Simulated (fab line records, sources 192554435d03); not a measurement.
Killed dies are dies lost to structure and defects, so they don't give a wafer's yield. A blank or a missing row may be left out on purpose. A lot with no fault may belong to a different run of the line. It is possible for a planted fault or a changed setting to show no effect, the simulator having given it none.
Matching of chambers | flow n5-finfet | 3 sister chambers for N5_BEOL_M0_PRE_CLEAN_131 on cvd-co-01
The step time 15 s. 3 wafers are shown with their chamber, then 12 later ones without.

## WAFERS WITH THEIR CHAMBER
wafer  | chamber | heater-power-w (W)
L079.2 | 2       | 65
L091.2 | 0       | 107
L092.6 | 1       | 107

## WAFERS WITHOUT THEIR CHAMBER
wafer  | heater-power-w (W)
L094.1 | 109
L094.2 | 107
L094.3 | 111
L094.4 | 108
L094.5 | 108
L094.6 | 106
L095.1 | 108
L095.2 | 107
L095.5 | 105
L097.3 | 110
L097.5 | 109
L097.6 | 107

## WHICH CHAMBER EACH ONE RAN IN
wafer  | from the rows above     | in truth
L094.1 | can't be placed: 0 or 1 | 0
L094.2 | can't be placed: 0 or 1 | 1
L094.3 | can't be placed: 0 or 1 | 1
L094.4 | can't be placed: 0 or 1 | 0
L094.5 | can't be placed: 0 or 1 | 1
L094.6 | can't be placed: 0 or 1 | 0
L095.1 | can't be placed: 0 or 1 | 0
L095.2 | can't be placed: 0 or 1 | 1
L095.5 | can't be placed: 0 or 1 | 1
L097.3 | can't be placed: 0 or 1 | 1
L097.5 | can't be placed: 0 or 1 | 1
L097.6 | can't be placed: 0 or 1 | 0
Correctly placed: 0 of 12. Cannot be placed on the basis of these rows: 12; the candidates contain the true chamber in 12. Placed wrongly: 0.
How it was worked out, from the rows above alone: a wafer's distance from a chamber is the root of the sum, over the readings, of the square of ((its reading less the chamber's mean) divided by the reading's scatter). If the next closest chamber is less than 2 further off than the closest, the wafer can't be placed; otherwise it belongs to the closest. A chamber's mean is the mean of its shown wafers. The scatter: with one shown wafer a chamber, the root of the mean of the squares of how far each hidden wafer lies from its nearest shown one.
